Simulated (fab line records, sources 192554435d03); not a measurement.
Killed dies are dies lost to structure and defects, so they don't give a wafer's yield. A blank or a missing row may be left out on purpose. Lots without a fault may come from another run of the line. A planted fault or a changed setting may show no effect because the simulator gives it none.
One fault seen from 2 desks | flow n5_finfet | each desk has only its own numbers; what lay behind them comes last

THE METROLOGY DESK
What the gauges read, lot by lot, whatever tool the lot ran on: means of the sampled wafers that have a number. A lot is out of limits, marked OUT, if its mean lies more than 4 standard deviations from the usual mean; the brackets give that distance.
Columns: A = trench_depth_nm at N5_BEOL_M7_OCD_MEAS_38, usual 92.7 nm
lot  | first seen here | A
L800 | day 9 01:25     | 92.0
L801 | day 9 07:20     | 92.2
L803 | day 9 09:35     | 91.2
L804 | day 9 10:06     | 91.6
L805 | day 9 22:19     | 92.7
L808 | day 10 21:20    | 93.1
L810 | day 11 17:33    | 91.9
L818 | day 13 12:12    | 95.2
L819 | day 14 06:18    | 94.2
L822 | day 14 12:48    | 93.6
L820 | day 14 14:56    | 94.6
This desk's finding: nothing out of limits on any of the 11 lots.

THE TOOL OWNER'S DESK: pvd_sputter-03
The tool's own readings at N5_BEOL_M7_SPUTTER_48 (material Cu, target thk 10 nm, time 1.667 s): means of the sampled wafers that have a number, for each lot that ran on this tool. A lot is out of limits, marked OUT, if its mean lies more than 4 standard deviations from the usual mean; the brackets give that distance.
Columns: A = cathode_dc_power_W at N5_BEOL_M7_SPUTTER_48, usual 26000 W; B = substrate_temp_c at N5_BEOL_M7_SPUTTER_48, usual -19.99 C; C = throttle_valve_pct at N5_BEOL_M7_SPUTTER_48, usual 29.9 %
lot  | first seen here | A                       | B      | C
L800 | day 9 02:37     | 26001                   | -20.09 | 29.7
L803 | day 9 11:06     | 26001                   | -20.02 | 29.0
L804 | day 9 11:35     | 26006                   | -20.05 | 30.2
L805 | day 10 00:24    | 26005                   | -19.99 | 29.6
L810 | day 11 19:27    | 26001                   | -19.97 | 31.6
L819 | day 14 08:02    | 23120 (-99 or more) OUT | -20.13 | 29.2
L820 | day 14 16:25    | 23118 (-99 or more) OUT | -19.98 | 31.0
This desk's finding: out of limits on L819, L820; first on L819, day 14 08:02 (cathode_dc_power_W at N5_BEOL_M7_SPUTTER_48). In limits: L800, L803, L804, L805, L810.

PUT TOGETHER
The tool owner's desk could have raised an alarm at day 14 08:02, on L819, L820.
The metrology desk saw nothing out of limits.
The metrology desk has L819, L820 on record, within its limits.
Of the lots named, all ran N5_BEOL_M7_SPUTTER_48 on pvd_sputter-03.

WHAT THE SIMULATOR HAD PUT IN
Process parameter drift: pvd_sputter-03, from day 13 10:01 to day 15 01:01, at N5_BEOL_M7_SPUTTER_48. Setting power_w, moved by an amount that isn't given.
Lots struck among those shown: L819, L820.
Hours from the fault's start to each desk's first reading out of limits: the tool owner's desk, 22.
